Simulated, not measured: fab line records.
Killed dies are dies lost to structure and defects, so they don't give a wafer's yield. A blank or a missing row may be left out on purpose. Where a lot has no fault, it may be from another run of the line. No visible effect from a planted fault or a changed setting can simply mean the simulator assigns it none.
Chamber matching :: flow n5-finfet :: N5_HKMG_FIN_CMP_94 on cmp-02 has 4 sister chambers
The step polishes, stops on SiNx, t overpolish 4.7 s, target thk 43.299 nm. 4 wafers are shown with their chamber, then 8 later ones without.

== WAFERS WITH THEIR CHAMBER ==
wafer: L075.2
chamber: 3
motor-current-A (A): 13.9

wafer: L087.5
chamber: 2
motor-current-A (A): 11.8

wafer: L087.6
chamber: 1
motor-current-A (A): 12.2

wafer: L089.1
chamber: 0
motor-current-A (A): 13.2

== WAFERS WHOSE CHAMBER IS MISSING ==
wafer: L089.5
motor-current-A (A): 14.2

wafer: L089.6
motor-current-A (A): 12.0

wafer: L092.1
motor-current-A (A): 12.3

wafer: L092.3
motor-current-A (A): 14.9

wafer: L092.5
motor-current-A (A): 14.9

wafer: L096.2
motor-current-A (A): 11.7

wafer: L096.3
motor-current-A (A): 13.5

wafer: L096.6
motor-current-A (A): 14.0

== THE CHAMBER EACH PASSED THROUGH ==
wafer: L089.5
from the rows above: can't be placed: 3 or 0
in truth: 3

wafer: L089.6
from the rows above: can't be placed: 1 or 2 or 0
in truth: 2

wafer: L092.1
from the rows above: can't be placed: 1 or 2 or 0
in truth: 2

wafer: L092.3
from the rows above: can't be placed: 3 or 0
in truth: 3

wafer: L092.5
from the rows above: can't be placed: 3 or 0
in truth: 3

wafer: L096.2
from the rows above: can't be placed: 2 or 1
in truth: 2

wafer: L096.3
from the rows above: can't be placed: 0 or 3 or 1
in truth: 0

wafer: L096.6
from the rows above: can't be placed: 3 or 0
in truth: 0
Correct placement for 0 of the 8. Not placeable from these rows: 8 (in 8, the candidates include the true chamber). 0 placed wrongly.
How it was worked out, from the rows above alone: a wafer's distance from a chamber is the root of the sum, over the readings, of the square of ((its reading less the chamber's mean) divided by the reading's scatter). If the next closest chamber is less than 2 further off than the closest, the wafer can't be placed; otherwise it belongs to the closest. The mean given for a chamber averages the wafers shown for that chamber. The scatter (one wafer shown for each chamber): square how far every hidden wafer sits from the nearest shown wafer, average those squares and take the square root.
